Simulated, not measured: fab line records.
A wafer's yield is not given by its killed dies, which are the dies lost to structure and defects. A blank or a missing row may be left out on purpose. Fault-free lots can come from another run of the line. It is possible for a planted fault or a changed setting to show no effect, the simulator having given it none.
fab line records | flow n5-finfet
record: lots: 10 wafers: 27 last-day: 19
route steps=1938 shown DUMMY_GATE@236 SPACER0@258 BEOL_M4@1111 PASSIVATION@1936
lots that met no fault: taken from a fault-free run of the same line
start-h: hours from the record's first day to the start of the lot's first wafer shown | wait-h: time in hours since the lot's previous step | " same as the row above | L1.1+2: a single row standing in for several wafers | - no value present, or no start provided | * or withheld: withheld | < > ~ a bound
route shown NAME@n: a module of which the file shows steps, and the number in the route of the first | usual: average and standard deviation across the fault-free wafers | same: alike in all rows | chamber/n: place in a boat | sites: readings site by site | _std_site: the standard deviation of these | _edge_site: outer sites' mean less inner sites' | radius-mm: for every site, how far away it sits from the centre of the wafer | mask NAME#n: copy n | behind: the most recent tool/chamber to have shaped the wafer | hold: the reason the lot was held/the length of the hold in hours/how it ended | device: which transistor (n, p or np) failed to switch | end of line: the tests these same wafers got at the end of their route | where a step has no rows: the recipe by itself | killed: at the first sort, the dies lost to defects and structure; wafer yield is something else | map: shows each die of a wafer: x if killed, . if not, _ if none is there
set.NAME: the setting as run; set.NAME@STEP: as run at that earlier step | model.NAME: the simulator's own value behind a step, which no gauge read
the route's steps for a sample of lots (tables are steps, rows are wafers)
services: a tool's chamber out of use, with start hour (start-h, from the record's first day; less than 0 if before it), hours out, and reason
== steps ==
step: N5_DUMMY_GATE_ETCH_36
recipe: chemistry: CF4 target: SiARC target-depth-a: 130 pressure-mtorr: 40 source-w: 545 bias-w: 36 Ar_flow_sccm: 100 cf4-flow-sccm: 100 ion-energy-ev: 80
usual: drypump-motor-current-A: 5.7/0.72 oes-product-au: 0.75/0.068 rf-vpp-V: 184.0/1.2 showerhead-plenum-p-Torr: 2.15/0.077 throttle-valve-pct: 15.74/0.18
columns lot.wafer tool chamber start-h wait-h drypump-motor-current-A oes-product-au rf-hours-counter-h rf-vpp-V showerhead-plenum-p-Torr throttle-valve-pct
L633.2 rie-diel-05 3 81.21 0.0 4.9 0.65 245 181.7 2.02 15.99
L633.3 " 0 " " 6.7 0.73 169 183.3 2.05 15.98
L633.4 " 2 " " 5.3 0.72 177 185.8 2.22 15.66
L634.2 rie-diel-05 3 91.72 0.0 4.9 0.64 249 182.1 2.02 16.00
L634.3 " 0 " " 6.7 0.73 173 181.3 2.05 15.99
L634.5 " 2 " " 5.3 0.71 - 182.9 2.22 15.67
L636.1 rie-diel-01 3 99.96 0.0 4.7 0.73 201 185.1 2.12 15.87
L636.2 " 0 " " 5.0 0.78 134 185.4 2.24 15.87
L636.4 " 1 " " 5.2 0.72 202 185.4 2.22 15.65
L641.2 rie-diel-05 0 133.74 0.0 6.7 0.72 188 182.6 2.05 16.00
L641.3 " 3 " " 5.0 0.97 3 186.1 2.27 15.49
L641.5 " 2 " " 5.3 0.72 - 185.9 2.21 15.71
L642.3 rie-diel-06 0 139.53 0.0 6.4 0.84 62 184.9 2.24 15.30
L642.6 " 1 " " 5.4 0.72 - 184.2 2.13 15.71
L644.2 rie-diel-05 0 149.68 0.0 6.7 0.71 193 181.5 2.05 16.00
L644.3 " 3 " " 5.0 0.95 8 185.5 2.27 15.54
L645.2 rie-diel-01 0 154.05 0.0 5.0 0.77 149 186.0 2.24 15.91
L645.4 " 2 " " 5.6 0.76 141 185.8 2.15 15.83
L647.3 rie-diel-06 3 167.11 0.0 5.5 0.76 176 184.3 2.13 15.73
L647.4 " 0 " " 6.4 0.84 71 185.7 2.24 15.33
L647.5 " 3 " " 5.5 0.75 - 183.4 2.13 15.72
L648.2 rie-diel-05 1 174.18 0.0 6.7 0.73 157 182.8 2.06 15.77
L648.5 " 3 " " 4.9 0.93 - 186.1 2.27 15.52
L648.6 " 0 " " 6.7 0.71 - 182.7 2.04 16.03
L650.1 rie-diel-05 1 193.12 0.0 6.7 0.73 166 183.7 2.06 15.78
L650.3 " 2 " " 5.3 0.69 209 183.6 2.21 15.72
L650.6 " 1 " " 6.7 0.73 - 182.8 2.06 15.77
step: N5_DUMMY_GATE_CD_MEAS_50
recipe: target-cd-nm: 14
usual: cd-nm: 14.0/0.41
columns lot.wafer tool chamber start-h wait-h cd-nm
L633.2 cd-sem-02 - 81.66 0.0 13.0
L633.3 " - " " 13.7
L633.4 " - " " 14.3
L634.2 cd-sem-03 - 92.03 0.0 13.4
L634.3 " - " " 14.7
L634.5 " - " " 14.8
L636.1 cd-sem-03 - 100.22 0.0 13.9
L636.2 " - " " 14.7
L636.4 " - " " 15.0
L641.2 cd-sem-01 - 134.19 0.0 13.8
L641.3 " - " " 14.1
L641.5 " - " " 14.2
L642.3 cd-sem-02 - 139.81 0.0 14.7
L642.6 " - " " 14.9
L644.2 cd-sem-03 - 149.96 0.0 14.3
L644.3 " - " " 14.3
L645.2 cd-sem-03 - 154.32 0.0 13.7
L645.4 " - " " 14.1
L647.3 cd-sem-03 - 167.49 0.0 13.9
L647.4 " - " " 14.9
L647.5 " - " " 13.8
L648.2 cd-sem-03 - 174.65 0.0 14.0
L648.5 " - " " 14.3
L648.6 " - " " 13.7
L650.1 cd-sem-02 - 193.53 0.0 14.0
L650.3 " - " " 13.6
L650.6 " - " " 13.4
step: N5_DUMMY_GATE_ETCH_32
recipe: chemistry: CF4 target: SiO2 target-depth-a: 35 time-s: 3.9 ion-energy-ev: 350 pressure-mtorr: 10 icp-w: 800 bias-w: 400 cf4-flow-sccm: 80
usual: drypump-motor-current-A: 5.6/0.61 he-backside-leak-sccm: 2.7/0.33 oes-product-au: 1.004/0.016 throttle-valve-pct: 21.8/0.34
columns lot.wafer tool chamber start-h wait-h drypump-motor-current-A he-backside-leak-sccm oes-product-au rf-hours-counter-h throttle-valve-pct
L633.2 rie-si-05 2 81.95 0.1 6.4 2.4 1.018 3 22.1
L633.3 " 3 " " 5.1 2.5 1.008 116 22.4
L633.4 " 0 " " 5.5 2.6 1.014 32 21.4
L634.2 rie-si-03 0 92.33 0.1 4.9 2.8 0.985 90 22.0
L634.3 " 1 " " 5.3 2.5 1.016 19 21.6
L634.5 " 0 " " 4.9 2.8 0.985 - 22.0
L636.1 rie-si-05 1 100.52 0.1 5.4 2.8 1.019 42 21.8
L636.2 " 0 " " 5.5 2.7 1.004 32 21.4
L636.4 " 2 " " 6.4 2.7 1.011 4 22.1
L641.2 rie-si-05 2 134.55 0.1 6.4 2.4 1.008 4 22.1
L641.3 " 1 " " 5.4 2.8 1.017 43 21.8
L641.5 " 0 " " 5.5 2.6 1.007 - 21.4
L642.3 rie-si-05 0 140.10 0.1 5.5 2.8 1.238 33 21.5
L642.6 " 2 " " 6.4 2.7 1.010 - 22.1
L644.2 rie-si-05 0 150.25 0.1 5.5 2.7 1.001 33 21.4
L644.3 " 3 " " 5.1 2.3 1.258 117 22.5
L645.2 rie-si-05 1 154.61 0.1 5.4 3.0 1.024 43 21.8
L645.4 " 2 " " 6.4 2.6 1.237 5 22.2
L647.3 rie-si-03 2 167.81 0.1 5.9 3.0 1.019 190 21.9
L647.4 " 0 " " 4.9 3.0 0.975 91 22.0
L647.5 " 1 " " 5.3 2.4 1.004 - 21.6
L648.2 rie-si-03 1 174.98 0.1 5.3 2.3 1.012 20 21.6
L648.5 " 3 " " 6.7 3.1 0.975 - 21.9
L648.6 " 2 " " 5.9 3.0 1.018 - 21.9
L650.1 rie-si-04 3 193.86 0.1 6.2 2.5 1.018 75 21.2
L650.3 " 0 " " 4.7 2.7 0.986 82 21.4
L650.6 " 0 " " 4.6 2.8 0.985 - 21.4
step: N5_SPACER0_ALD_07
recipe: material: SiNx target-thk-a: 20 temp-c: 400 ald-precursor-family: SiH2I2 ald-co-reactant: N2/H2-plasma pressure-torr: 2
usual: heater-power-w: 813/89
columns lot.wafer tool chamber start-h wait-h heater-power-w
L633.2 ald-sin-02 0 82.55 0.1 885
L633.3 " 3 " " 734
L633.4 " 1 " " 787
L634.2 ald-sin-02 2 94.80 1.8 899
L634.3 " 3 " " 747
L634.5 " 3 " " 716
L636.1 ald-sin-03 0 101.04 0.0 938
L636.2 " 3 " " 811
L636.4 " 3 " " 813
L641.2 ald-sin-02 2 135.49 0.4 902
L641.3 " 0 " " 915
L641.5 " 0 " " 909
L642.3 ald-sin-03 3 140.72 0.1 813
L642.6 " 1 " " 718
L644.2 ald-sin-03 1 150.77 0.0 723
L644.3 " 3 " " 813
L645.2 ald-sin-02 3 155.28 0.1 729
L645.4 " 2 " " 907
L647.3 ald-sin-03 2 168.41 0.0 677
L647.4 " 3 " " 809
L647.5 " 2 " " 686
L648.2 ald-sin-02 2 175.50 0.0 929
L648.5 " 0 " " 902
L648.6 " 3 " " 731
L650.1 ald-sin-02 2 195.16 0.7 956
L650.3 " 1 " " 781
L650.6 " 0 " " 891
step: N5_BEOL_M4_RC_MEAS_101
usual: DIBL_N: 36.3/1.9 DIBL_P: 36.0/2.1 IOFF_N: 0.16/0.031 IOFF_P: 0.21/0.035 ION_N: 675/14 ION_P: 464/8.5 SS_N: 71.5/0.6 SS_P: 73.3/0.72 VT_N: 250/3.2 VT_P: -250/3.1
columns lot.wafer tool chamber start-h wait-h DIBL_N[mV/V] DIBL_P[mV/V] IOFF_N[nA/um] IOFF_P[nA/um] ION_N[uA/um] ION_P[uA/um] SS_N[mV/dec] SS_P[mV/dec] VT_N[mV] VT_P[mV]
L633.2 prober-02 0 198.42 0.2 39.9 40.2 0.22 0.26 692 471 72.2 75.1 247 -246
L633.3 " 0 " " 38.3 37.8 0.18 0.23 689 473 71.7 73.6 247 -246
L633.4 " 0 " " 37.1 35.9 0.17 0.21 701 477 71.5 74.6 246 -248
L634.2 prober-02 0 207.27 0.2 39.5 38.3 0.19 0.27 675 465 72.0 73.3 249 -247
L634.3 " 0 " " 39.9 38.0 0.22 0.27 672 460 72.6 73.2 247 -244
L634.5 " 0 " " 36.4 35.1 0.16 0.22 677 470 70.3 72.6 251 -247
L636.1 prober-01 0 208.91 0.0 37.2 39.2 0.19 0.23 662 451 72.9 73.5 250 -249
L636.2 " 0 " " 33.7 35.7 0.13 0.18 667 454 70.8 72.9 252 -255
L636.4 " 0 " " 30.6 31.6 0.09 0.13 638 441 70.6 72.3 256 -255
L641.2 prober-01 0 285.25 0.2 37.7 35.8 0.17 0.22 691 473 72.6 73.5 248 -246
L641.3 " 0 " " 36.4 34.5 0.15 0.19 675 462 72.1 72.9 250 -251
L641.5 " 0 " " 37.2 34.4 0.16 0.19 676 460 72.3 72.9 251 -251
L648.2 prober-02 0 288.12 0.2 38.4 36.3 0.17 0.21 663 453 72.6 73.2 250 -250
L648.5 " 0 " " 35.6 34.7 0.12 0.19 668 464 71.1 73.2 252 -251
L648.6 " 0 " " 38.0 37.4 0.16 0.22 676 460 72.0 74.0 248 -246
L647.3 prober-01 0 289.68 0.3 35.2 36.5 0.14 0.17 678 458 70.4 72.9 248 -257
L647.4 " 0 " " 35.7 36.8 0.16 0.18 681 457 71.7 73.2 248 -254
L647.5 " 0 " " 37.2 39.7 0.19 0.22 698 471 72.5 73.5 246 -250
L642.3 prober-01 0 302.67 0.3 33.3 32.8 0.11 0.14 666 450 70.0 72.3 255 -255
L642.6 " 0 " " 33.9 34.1 0.12 0.15 664 453 70.9 72.7 254 -255
L645.2 prober-02 0 307.71 0.2 37.5 35.8 0.16 0.21 694 471 71.5 74.1 249 -249
L645.4 " 0 " " 40.0 38.8 0.21 0.25 683 462 72.7 74.0 245 -247
L644.2 prober-01 0 313.56 0.2 36.9 34.5 0.15 0.19 673 456 71.2 73.6 249 -252
L644.3 " 0 " " 38.0 36.6 0.15 0.22 648 452 72.3 74.2 253 -252
L650.1 prober-01 0 340.67 0.0 36.2 36.7 0.15 0.21 668 460 71.1 73.1 250 -249
L650.3 " 0 " " 36.5 36.7 0.15 0.21 668 458 70.7 73.2 251 -248
L650.6 " 0 " " 36.9 37.3 0.16 0.21 665 457 71.4 74.1 251 -250
step: N5_PASSIVATION_PROBE_49
usual: defect-limited-yield: 91.0/1.5 killed_at_M0_to_M3: 32/9.6 killed_at_M4_up: 13/4.7 killed-at-contacts: 13/7.2 killed-at-front-end: 44/13 killed-at-other: 4/3.4 killed-dies: 106/18 killed-on-rim: 14/4.2 killed-open: 70/13 killed-short: 35/8 sort_bin_5_function: 5.3/0.97 sort_bin_6_memory: 3.4/0.73 sort_bin_8_speed: 0.00/0.036 sort-n-pass: 1074/18 sort-yield-pct: 91.0/1.5
same: gross-dies: 1180 killed-at-back-side: 0 sort_bin_4_leakage[%]: 0
columns lot.wafer tool chamber start-h wait-h defect-limited-yield[%] killed_at_M0_to_M3 killed_at_M4_up killed-at-contacts killed-at-front-end killed-at-other killed-dies killed-on-rim killed-open killed-short sort_bin_5_function[%] sort_bin_6_memory[%] sort_bin_8_speed[%] sort-n-pass sort-yield-pct[%]
L648.2 prober-02 - 392.72 0.1 88.6 46 11 12 63 3 135 18 90 42 5.8 5.3 0 1045 88.6
L648.5 prober-02 - 392.87 0.2 91.0 37 11 9 42 7 106 14 70 32 5.7 2.7 0 1074 91.0
L648.6 prober-02 - 392.92 0.3 90.5 35 10 9 52 6 112 14 68 44 5.3 3.9 0 1068 90.5
L647.3 prober-01 - 396.16 0.1 89.8 28 13 4 59 16 120 16 69 49 5.7 4.0 0 1060 89.8
L647.4 prober-01 - 396.21 0.2 91.2 23 16 28 31 6 104 11 69 34 5.0 3.2 0 1076 91.2
L647.5 prober-01 - 396.26 0.2 92.7 13 12 18 36 7 86 6 58 28 4.5 2.5 0 1094 92.7
L645.2 prober-01 - 420.86 0.1 87.6 67 11 8 53 7 146 19 84 57 6.2 5.7 0 1034 87.6
L642.3 prober-02 - 425.17 0.1 89.3 19 11 13 76 7 126 17 68 55 6.4 3.9 0 1054 89.3
L642.6 prober-02 - 425.32 0.3 90.3 43 10 10 47 5 115 17 76 30 4.7 4.2 0 1065 90.3
L650.1 prober-01 - 446.48 0.0 90.4 51 15 13 32 2 113 14 76 37 6.1 3.4 0 1067 90.4
L650.3 prober-01 - 446.58 0.1 93.5 23 4 6 38 6 77 9 50 27 3.7 2.5 0 1103 93.5
L650.6 prober-01 - 446.73 0.3 91.3 30 17 20 34 2 103 13 72 31 5.5 2.8 0 1077 91.3
killed by level:class
L648.2 STI_FIN_REVEAL:geometric-particle:open=20 BEOL_M2:geometric-particle:open=14 FIN_SAQP:geometric-particle:short=11 FIN_SAQP:geometric-particle:open=10 BEOL_M3:geometric-particle:open=10 MOL_CONTACT_COAG:geometric-particle:open=8 BEOL_M0_SAQP:geometric-particle:short=6 BEOL_M0_SAQP:geometric-particle:open=5
L648.5 STI_FIN_REVEAL:geometric-particle:open=10 BEOL_M0_SAQP:geometric-particle:open=10 FIN_SAQP:geometric-particle:open=9 BEOL_M0_SAQP:geometric-particle:short=9 BEOL_M3:geometric-particle:open=7 BEOL_M4:geometric-particle:open=7 FIN_SAQP:geometric-particle:short=6 MOL_CONTACT_COAG:geometric-particle:open=6
L648.6 STI_FIN_REVEAL:geometric-particle:open=16 FIN_SAQP:geometric-particle:short=10 FIN_SAQP:geometric-particle:open=9 BEOL_M0_SAQP:geometric-particle:short=9 BEOL_M1:geometric-particle:open=8 MOL_CONTACT_COAG:geometric-particle:open=6 BEOL_M3:geometric-particle:open=6 BEOL_M4:geometric-particle:open=6
L647.3 FIN_SAQP:geometric-particle:open=17 FIN_SAQP:geometric-particle:short=12 GATE_CUT:geometric-particle:short=11 BEOL_M1:geometric-particle:open=9 STI_FIN_REVEAL:geometric-particle:open=5 BEOL_M5:geometric-particle:open=5 PASS1_DEP:geometric-particle:short=5 MIM_TOP_ETCH:geometric-particle:short=5
L647.4 MOL_CONTACT_COAG:geometric-particle:open=19 STI_FIN_REVEAL:geometric-particle:open=10 MOL_CONTACT_COAG:geometric-particle:short=9 FIN_SAQP:geometric-particle:short=6 BEOL_M2:geometric-particle:open=6 FIN_SAQP:geometric-particle:open=5 BEOL_M0_SAQP:geometric-particle:short=5 BEOL_M0_SAQP:geometric-particle:open=5
L647.5 MOL_CONTACT_COAG:geometric-particle:open=15 FIN_SAQP:geometric-particle:open=9 FIN_SAQP:geometric-particle:short=8 BEOL_M4:geometric-particle:open=7 STI_FIN_REVEAL:geometric-particle:open=4 BEOL_M2:geometric-particle:open=4 PASS1_CAP:geometric-particle:short=3 DUMMY_GATE:geometric-particle:open=3
L645.2 BEOL_M0_SAQP:geometric-particle:short=24 BEOL_M0_SAQP:geometric-particle:open=19 FIN_SAQP:geometric-particle:open=14 BEOL_M3:geometric-particle:open=13 FIN_SAQP:geometric-particle:short=12 STI_FIN_REVEAL:geometric-particle:open=9 MOL_CONTACT_COAG:geometric-particle:open=7 GATE_CUT:geometric-particle:short=4
L642.3 FIN_SAQP:geometric-particle:short=28 FIN_SAQP:geometric-particle:open=23 MOL_CONTACT_COAG:geometric-particle:open=9 GATE_CUT:geometric-particle:short=8 ILD0:geometric-particle:open=6 BEOL_M2:geometric-particle:open=6 BEOL_M4:geometric-particle:open=5 STARTING-WAFER:geometric-particle:open=4
L642.6 FIN_SAQP:geometric-particle:open=13 BEOL_M2:geometric-particle:open=13 MOL_CONTACT_COAG:geometric-particle:open=10 BEOL_M0_SAQP:geometric-particle:short=10 BEOL_M0_SAQP:geometric-particle:open=7 FIN_SAQP:geometric-particle:short=6 HKMG_FIN:area-etch=6 GATE_CUT:geometric-particle:open=5
L650.1 BEOL_M0_SAQP:geometric-particle:short=14 STI_FIN_REVEAL:geometric-particle:open=13 MOL_CONTACT_COAG:geometric-particle:open=13 BEOL_M4:geometric-particle:open=10 BEOL_M1:geometric-particle:short=7 BEOL_M3:geometric-particle:open=7 BEOL_M2:geometric-particle:open=6 STARTING-WAFER:geometric-particle:short=6
L650.3 STI_FIN_REVEAL:geometric-particle:open=9 BEOL_M3:geometric-particle:open=9 DUMMY_GATE:geometric-particle:open=5 GATE_CUT:geometric-particle:short=5 STARTING-WAFER:geometric-particle:short=5 MOL_CONTACT_COAG:geometric-particle:open=4 STI_FIN_REVEAL:geometric-particle:short=3 ILD0:geometric-particle:open=3
L650.6 MOL_CONTACT_COAG:geometric-particle:open=16 BEOL_M2:geometric-particle:open=9 BEOL_M4:geometric-particle:open=7 STI_FIN_REVEAL:geometric-particle:open=6 STI_FIN_REVEAL:geometric-particle:short=5 BEOL_M0_SAQP:geometric-particle:open=5 BEOL_M3:geometric-particle:open=5 FIN_SAQP:geometric-particle:open=4
== services ==
columns tool chamber start-h hours kind
rie-si-05 1 61.31 6.5 repair
rie-diel-05 - 61.74 0.4 repair
rie-si-04 - 76.99 0.3 repair
rie-diel-06 - 78.44 14.6 pm
rie-si-04 0 82.15 13.6 repair
ald-sin-03 - 85.52 14.0 pm
rie-diel-05 3 93.56 - clean
rie-diel-05 3 93.56 - consumable-replace:focus-ring
rie-diel-05 3 93.56 - consumable-replace:showerhead
rie-diel-05 3 93.56 27.5 scheduled-down
rie-diel-05 3 93.56 27.5 vent-cycle
ald-sin-03 - 111.24 6.0 pm
rie-si-03 0 125.66 9.2 repair
rie-si-03 - 129.77 0.4 repair
ald-sin-03 - 157.30 0.3 repair
ald-sin-02 1 160.35 15.6 repair
rie-diel-05 2 167.42 14.2 repair
rie-diel-06 - 168.33 28.1 pm
ald-sin-02 - 176.75 14.0 pm
ald-sin-02 0 176.75 14.0 vent-cycle
ald-sin-02 1 176.75 14.0 vent-cycle
ald-sin-02 2 176.75 14.0 vent-cycle
rie-si-03 3 183.85 32.6 repair
rie-si-04 - 194.70 2.8 pm
== key ==
first-sign: step: N5_DUMMY_GATE_ETCH_32 reading: oes-product-au direction: up sigmas: 15 usual: 1.004 struck: 1.244
effect none on later readings
met-at N5_DUMMY_GATE_ETCH_32
struck-lots L642,L644,L645
struck-wafers L642.3,L644.3,L645.4
not-acting-at N5_DUMMY_GATE_ETCH_36,N5_DUMMY_GATE_CD_MEAS_50,N5_SPACER0_ALD_07
onset-between 134.55 140.10
fault: kind: process-parameter-drift tool: rie-si-05 chamber: - onset-h: 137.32 steps: N5_DUMMY_GATE_ETCH_32 channel: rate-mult offset: 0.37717 shape: step end-h: 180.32 scope: struck-wafers-only
